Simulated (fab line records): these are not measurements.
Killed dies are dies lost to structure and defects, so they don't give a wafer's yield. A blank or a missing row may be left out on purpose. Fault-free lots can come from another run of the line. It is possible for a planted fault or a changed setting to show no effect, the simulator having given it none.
fab line records ; flow nandHarc
[record] lots = 14; wafers = 42; lastDay = 33
route steps=1302 shown A_M1@1181
lots untouched by any fault: they come from a run of this same line in which no faults occurred
startH: start of the lot's first displayed wafer, in hours after the record's first day ; waitH: hours from the lot's prior step to this one ; " as in the row above ; L1.1+2: one row covering several wafers at once ; - value missing, or start not given ; * or withheld: withheld ; < > ~ a bound
route shown NAME@n: NAME is a module with steps in the file, n the number in the route of the first one ; usual: mean/standard deviation taken from wafers without a fault ; same: alike in all rows ; chamber/n: place in a boat ; sites: the reading at each site ; _std_site: their standard deviation ; _edge_site: outer sites' mean less inner sites' ; radiusMm: for every site, how far away it sits from the centre of the wafer ; mask NAME#n: copy n ; behind: tool/chamber where the wafer was last shaped ; hold: reason for holding the lot/hours on hold/outcome of the hold ; device: which transistor (n, p or np) failed to switch ; end of line: the route-end tests of the same wafers ; a step without rows: its recipe alone ; killed: dies that structure and defects cost at the first sort, which is not the same as the wafer's yield ; map: a wafer's dies, x killed, . not, _ none there
set.NAME: the run value of the setting; set.NAME@STEP: its run value at that earlier step ; model.NAME: the simulator's own value behind a step, which no gauge read
steps of the route over a sample of lots; a table a step, a row a wafer
services: a tool's chamber out of use, with start hour (startH, from the record's first day; less than 0 if before it), hours out, and reason
[[steps]]
[step NHARC_A_M1_INSPECT_11]
[usual] rawDefectCount = 95/41
lot.wafer;tool;chamber;startH;waitH;rawDefectCount
L146.2;defectInspect-01;-;545.81;0.0;17
L146.3;defectInspect-01;-;545.81;0.0;21
L146.6;defectInspect-01;-;545.81;0.0;16
L149.2;defectInspect-02;-;547.36;0.0;140
L149.4;defectInspect-02;-;547.36;0.0;122
L149.5;defectInspect-02;-;547.36;0.0;130
L148.2;defectInspect-02;-;552.72;0.0;152
L148.4;defectInspect-02;-;552.72;0.0;160
L148.6;defectInspect-02;-;552.72;0.0;141
L150.2;defectInspect-01;-;573.55;0.0;108
L150.5;defectInspect-01;-;573.55;0.0;108
L150.6;defectInspect-01;-;573.55;0.0;113
L151.3;defectInspect-01;-;575.32;0.0;65
L151.5;defectInspect-01;-;575.32;0.0;62
L151.6;defectInspect-01;-;575.32;0.0;60
L152.1;defectInspect-02;-;584.37;0.0;117
L152.2;defectInspect-02;-;584.37;0.0;129
L152.4;defectInspect-02;-;584.37;0.0;120
L153.2;defectInspect-02;-;603.75;0.0;37
L153.3;defectInspect-02;-;603.75;0.0;47
L153.5;defectInspect-02;-;603.75;0.0;28
L154.2;defectInspect-02;-;609.81;0.0;188
L154.4;defectInspect-02;-;609.81;0.0;172
L154.6;defectInspect-02;-;609.81;0.0;164
L155.1;defectInspect-02;-;614.60;0.0;91
L155.2;defectInspect-02;-;614.60;0.0;91
L155.6;defectInspect-02;-;614.60;0.0;70
L156.4;defectInspect-02;-;617.78;0.0;84
L156.5;defectInspect-02;-;617.78;0.0;76
L156.6;defectInspect-02;-;617.78;0.0;67
L164.1;defectInspect-01;-;708.09;0.0;30
L164.4;defectInspect-01;-;708.09;0.0;31
L164.6;defectInspect-01;-;708.09;0.0;38
L163.1;defectInspect-01;-;710.92;0.0;140
L163.3;defectInspect-01;-;710.92;0.0;135
L163.6;defectInspect-01;-;710.92;0.0;172
L166.1;defectInspect-01;-;714.68;0.0;122
L166.2;defectInspect-01;-;714.68;0.0;119
L166.6;defectInspect-01;-;714.68;0.0;113
L168.2;defectInspect-01;-;747.89;0.0;71
L168.3;defectInspect-01;-;747.89;0.0;88
L168.4;defectInspect-01;-;747.89;0.0;71
[step NHARC_A_M1_ETCH_35]
[recipe] targetDepthA = 400; overetchA = 120; timeS = 43.94; ionEnergyEv = 200; n2FlowSccm = 150; h2FlowSccm = 150; arFlowSccm = 0; rfW = 400; biasW = 150; chemistry = N2/H2
[usual] chamberPressureMTorr = 29.999/0.025; drypumpMotorCurrentA = 5.9/0.44; oesProductAu = 1.001/0.007; rfVppV = 430.9/2.7; showerheadPlenumPTorr = 2.05/0.096; throttleValvePct = 14.172/0.0089
lot.wafer;tool;chamber;startH;waitH;chamberPressureMTorr;drypumpMotorCurrentA;oesProductAu;rfHoursCounterH;rfVppV;showerheadPlenumPTorr;throttleValvePct
L146.2;rieDiel-02;2;545.96;0.1;29.950;5.5;1.006;8.4;429.0;2.05;14.165
L146.3;rieDiel-02;1;545.96;0.1;29.974;6.0;1.008;8.6;431.1;2.10;14.160
L146.6;rieDiel-02;3;545.96;0.1;29.977;5.9;1.003;-;433.9;2.14;14.174
L149.2;rieDiel-11;1;547.51;0.1;30.016;6.3;0.996;3.1;425.9;1.89;14.162
L149.4;rieDiel-11;2;547.51;0.1;30.024;5.6;0.988;3.1;434.1;2.20;14.177
L149.5;rieDiel-11;1;547.51;0.1;29.999;6.3;1.001;-;426.7;1.89;14.180
L148.4;rieDiel-02;0;552.88;0.1;29.989;6.5;1.010;8.1;430.4;2.01;14.174
L148.2;rieDiel-02;1;552.88;0.1;29.956;6.0;1.020;8.8;432.7;2.10;14.176
L148.6;rieDiel-02;3;552.88;0.1;29.957;6.0;1.007;-;433.4;2.14;14.169
L150.2;rieDiel-04;1;573.73;0.1;30.010;5.5;0.998;2.3;434.4;2.18;14.180
L150.6;rieDiel-04;0;573.73;0.1;30.014;6.6;1.000;-;428.7;1.98;14.185
L150.5;rieDiel-04;1;573.73;0.1;29.993;5.5;0.997;-;435.4;2.18;14.173
L151.3;rieDiel-04;1;575.47;0.1;30.008;5.5;0.999;2.5;434.3;2.18;14.182
L151.5;rieDiel-04;0;575.47;0.1;29.969;6.6;1.006;-;428.6;1.98;14.186
L151.6;rieDiel-04;1;575.47;0.1;29.979;5.5;1.002;-;433.5;2.18;14.173
L152.1;rieDiel-02;0;584.52;0.1;29.998;6.5;0.998;0.2;428.7;2.01;14.160
L152.2;rieDiel-02;1;584.52;0.1;30.021;6.0;1.011;0.1;430.8;2.10;14.176
L152.4;rieDiel-02;2;584.52;0.1;29.980;5.5;1.009;0.1;431.5;2.05;14.179
L153.2;rieDiel-04;1;603.89;0.1;29.963;5.5;0.994;5.0;435.0;2.17;14.148
L153.3;rieDiel-04;3;603.89;0.1;29.958;5.6;1.008;4.6;430.6;2.04;14.181
L153.5;rieDiel-04;2;603.89;0.1;30.030;6.0;1.015;-;425.7;1.89;14.160
L154.2;rieDiel-04;0;609.97;0.1;29.980;6.6;1.002;5.9;426.6;1.98;14.162
L154.4;rieDiel-04;0;609.97;0.1;29.962;6.6;0.999;-;429.5;1.98;14.161
L154.6;rieDiel-04;2;609.97;0.1;29.968;6.0;0.998;-;426.8;1.89;14.179
L155.1;rieDiel-02;2;614.78;0.1;29.987;5.5;1.015;1.8;431.2;2.04;14.171
L155.2;rieDiel-02;0;614.78;0.1;30.078;6.5;1.009;1.4;429.4;2.01;14.155
L155.6;rieDiel-02;2;614.78;0.1;29.952;5.5;1.001;-;430.4;2.05;14.163
L156.4;rieDiel-04;0;617.92;0.1;30.024;6.6;1.000;6.3;430.0;1.98;14.170
L156.5;rieDiel-04;0;617.92;0.1;30.000;6.6;1.011;-;429.7;1.98;14.187
L156.6;rieDiel-04;1;617.92;0.1;30.000;5.5;0.991;-;433.7;2.17;14.162
L164.4;rieDiel-11;0;708.25;0.1;30.044;5.8;1.004;1.8;432.8;2.05;14.175
L164.1;rieDiel-11;1;708.25;0.1;29.992;6.3;0.995;0.8;427.0;1.89;14.167
L164.6;rieDiel-11;2;708.25;0.1;30.011;5.6;1.002;-;433.9;2.20;14.182
L163.3;rieDiel-02;1;711.10;0.1;30.015;6.0;1.005;5.5;431.3;2.10;14.176
L163.1;rieDiel-02;2;711.10;0.1;29.976;5.5;1.012;5.6;430.3;2.04;14.164
L163.6;rieDiel-02;2;711.10;0.1;30.028;5.5;1.015;-;431.8;2.04;14.193
L166.1;rieDiel-11;1;714.84;0.1;29.985;6.3;1.008;1.1;427.9;1.89;14.171
L166.2;rieDiel-11;2;714.84;0.1;30.013;5.6;1.005;2.1;432.4;2.20;14.193
L166.6;rieDiel-11;0;714.84;0.1;30.028;5.8;1.008;-;431.1;2.05;14.181
L168.2;rieDiel-04;3;748.04;0.1;29.995;5.7;0.998;0.9;431.0;2.04;14.183
L168.4;rieDiel-04;0;748.04;0.1;29.979;6.6;0.987;0.9;427.8;1.98;14.170
L168.3;rieDiel-04;2;748.04;0.1;30.002;6.0;0.993;1.2;424.5;1.89;14.170
[step NHARC_A_M1_ECD_22]
[recipe] targetThkA = 4000; bathTempC = 25; material = Cu
lot.wafer;tool;chamber;startH;waitH
L146.2+3+6;ecdCu-02;1;547.30;-
L149.2+4+5;ecdCu-01;1,0,0;548.83;-
L148.2+4+6;ecdCu-01;0,1,1;554.21;-
L150.2+6+5;ecdCu-01;0,1,0;575.15;-
L151.3+5+6;ecdCu-02;0,1,0;576.91;-
L152.2+1+4;ecdCu-01;0,1,0;585.81;-
L153.2+3+5;ecdCu-02;0,1,1;605.25;-
L154.2+4+6;ecdCu-02;1;611.29;-
L155.1+2+6;ecdCu-02;1,0,0;616.16;-
L156.4+5+6;ecdCu-02;0,1,0;619.36;-
L164.1+4+6;ecdCu-02;1,0,1;709.74;-
L163.1+3+6;ecdCu-02;0,1,0;712.40;-
L166.1+2+6;ecdCu-01;1,0,0;716.13;-
L168.2+4+3;ecdCu-01;1,1,0;749.36;-
[step NHARC_A_M1_CMP_23]
[recipe] tOverpolishS = 20; targetThkNm = 154.34
[usual] motorCurrentA = 11.7/1; timeToEndpointS = 28.2/2.2
lot.wafer;tool;chamber;startH;waitH;motorCurrentA;timeToEndpointS
L146.2;cmp-03;1;548.06;-;13.4;26.2
L146.3;cmp-03;3;548.06;-;12.8;25.7
L146.6;cmp-03;1;548.06;-;13.6;26.7
L149.2;cmp-04;0;549.60;-;9.9;26.9
L149.4;cmp-04;1;549.60;-;11.0;28.5
L149.5;cmp-04;3;549.60;-;12.6;26.6
L148.4;cmp-02;2;554.88;-;11.8;29.4
L148.2;cmp-02;3;554.88;-;12.5;24.6
L148.6;cmp-02;3;554.88;-;13.2;27.7
L150.2;cmp-04;1;575.88;-;10.8;30.3
L150.6;cmp-04;3;575.88;-;12.0;25.1
L150.5;cmp-04;0;575.88;-;10.2;31.9
L151.3;cmp-03;2;577.54;-;11.4;27.6
L151.5;cmp-03;0;577.54;-;12.2;26.1
L151.6;cmp-03;1;577.54;-;13.5;25.2
L152.2;cmp-03;1;586.53;-;14.0;27.5
L152.1;cmp-03;2;586.53;-;12.6;31.9
L152.4;cmp-03;3;586.53;-;12.4;31.6
L153.2;cmp-04;3;605.96;-;12.3;28.3
L153.3;cmp-04;1;605.96;-;11.1;30.3
L153.5;cmp-04;3;605.96;-;12.6;30.6
L154.4;cmp-04;1;612.01;-;11.0;29.3
L154.2;cmp-04;3;612.01;-;12.1;28.9
L154.6;cmp-04;2;612.01;-;10.8;29.8
L155.1;cmp-04;0;616.91;-;10.2;28.2
L155.2;cmp-04;2;616.91;-;10.3;29.1
L155.6;cmp-04;0;616.91;-;10.1;26.6
L156.4;cmp-04;2;619.94;-;10.9;26.7
L156.5;cmp-04;2;619.94;-;10.2;27.7
L156.6;cmp-04;3;619.94;-;12.1;24.6
L164.1;cmp-03;1;710.41;-;13.8;31.3
L164.4;cmp-03;3;710.41;-;11.8;14.1
L164.6;cmp-03;1;710.41;-;13.4;29.2
L163.1;cmp-03;1;713.15;-;13.4;27.8
L163.3;cmp-03;3;713.15;-;12.4;12.8
L163.6;cmp-03;1;713.15;-;14.0;28.9
L166.1;cmp-02;3;716.86;-;12.9;27.3
L166.2;cmp-02;1;716.86;-;10.7;26.7
L166.6;cmp-02;3;716.86;-;12.7;28.1
L168.4;cmp-03;0;750.12;-;11.5;28.5
L168.2;cmp-03;1;750.12;-;13.4;28.8
L168.3;cmp-03;2;750.12;-;11.6;31.7
[step NHARC_A_M1_INSPECT_27]
[usual] rawDefectCount = 560/110
lot.wafer;tool;chamber;startH;waitH;rawDefectCount
L146.2;defectInspect-01;-;548.50;0.0;603
L146.3;defectInspect-01;-;548.50;0.0;403
L146.6;defectInspect-01;-;548.50;0.0;479
L149.2;defectInspect-02;-;550.02;0.0;550
L149.4;defectInspect-02;-;550.02;0.0;690
L149.5;defectInspect-02;-;550.02;0.0;453
L148.2;defectInspect-02;-;555.35;0.0;599
L148.4;defectInspect-02;-;555.35;0.0;653
L148.6;defectInspect-02;-;555.35;0.0;606
L150.2;defectInspect-02;-;576.29;0.0;493
L150.5;defectInspect-02;-;576.29;0.0;497
L150.6;defectInspect-02;-;576.29;0.0;514
L151.3;defectInspect-02;-;577.96;0.0;717
L151.5;defectInspect-02;-;577.96;0.0;483
L151.6;defectInspect-02;-;577.96;0.0;490
L152.1;defectInspect-02;-;587.00;0.0;583
L152.2;defectInspect-02;-;587.00;0.0;606
L152.4;defectInspect-02;-;587.00;0.0;580
L153.2;defectInspect-02;-;606.40;0.0;469
L153.3;defectInspect-02;-;606.40;0.0;341
L153.5;defectInspect-02;-;606.40;0.0;397
L154.2;defectInspect-02;-;612.49;0.0;576
L154.4;defectInspect-02;-;612.49;0.0;555
L154.6;defectInspect-02;-;612.49;0.0;506
L155.1;defectInspect-02;-;617.35;0.0;489
L155.2;defectInspect-02;-;617.35;0.0;567
L155.6;defectInspect-02;-;617.35;0.0;549
L156.4;defectInspect-02;-;620.42;0.0;642
L156.5;defectInspect-02;-;620.42;0.0;495
L156.6;defectInspect-02;-;620.42;0.0;667
L164.1;defectInspect-02;-;710.88;0.0;563
L164.4;defectInspect-02;-;710.88;0.0;696
L164.6;defectInspect-02;-;710.88;0.0;462
L163.1;defectInspect-01;-;713.59;0.0;538
L163.3;defectInspect-01;-;713.59;0.0;602
L163.6;defectInspect-01;-;713.59;0.0;485
L166.1;defectInspect-01;-;717.34;0.0;530
L166.2;defectInspect-01;-;717.34;0.0;492
L166.6;defectInspect-01;-;717.34;0.0;554
L168.2;defectInspect-01;-;750.56;0.0;474
L168.3;defectInspect-01;-;750.56;0.0;637
L168.4;defectInspect-01;-;750.56;0.0;425
[[services]]
tool;chamber;startH;hours;kind
ecdCu-01;-;530.21;1.5;repair
rieDiel-04;-;532.09;9.0;pm
cmp-03;-;553.04;3.0;repair
rieDiel-04;3;555.34;19.8;repair
rieDiel-02;-;570.70;9.0;pm
cmp-03;-;580.03;0.6;repair
rieDiel-02;0;588.03;3.9;repair
ecdCu-02;-;596.10;8.0;pm
cmp-04;-;601.01;4.0;pm
cmp-03;-;607.66;0.4;repair
cmp-04;-;609.01;0.3;repair
rieDiel-04;3;609.63;6.4;repair
cmp-03;-;629.76;0.5;repair
ecdCu-01;-;630.49;1.3;repair
cmp-03;-;630.82;1.6;repair
ecdCu-01;-;647.06;2.8;repair
cmp-03;-;654.04;4.0;pm
cmp-04;-;659.30;0.9;repair
rieDiel-04;1;672.57;6.3;repair
ecdCu-01;-;688.00;8.0;pm
cmp-03;-;688.56;0.6;repair
cmp-04;-;699.01;4.0;pm
rieDiel-04;1;702.34;10.6;repair
rieDiel-04;-;709.09;9.0;pm
[[key]]
[firstSign] step = NHARC_A_M1_CMP_23; reading = timeToEndpointS; direction = down; sigmas = 6.8; usual = *; struck = *
effect none on later readings
metAt NHARC_A_M1_ECD_22
struckLots L163,L164
struckWafers L163.3,L164.4
laterRowsLeftOut L163.3,L164.4
sortLeftOut L163.3,L164.4
notActingAt NHARC_A_M1_INSPECT_11,NHARC_A_M1_ETCH_35,NHARC_A_M1_INSPECT_27
onsetBetween 619.36 709.74
[fault] kind = processParameterDrift; tool = ecdCu-02; chamber = -; onsetH = 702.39; steps = NHARC_A_M1_ECD_22; channel = targetThkA; offset = *; shape = step; endH = 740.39; scope = struckWafersOnly; actsIn = *; stated = *
// sortLeftOut: the simulated sort isn't trusted on such a fault, so these wafers' sort isn't shown, and their yield isn't known
// laterRowsLeftOut: the simulator's readings of these wafers behind a module that went badly wrong aren't trusted and aren't shown, but for the sort
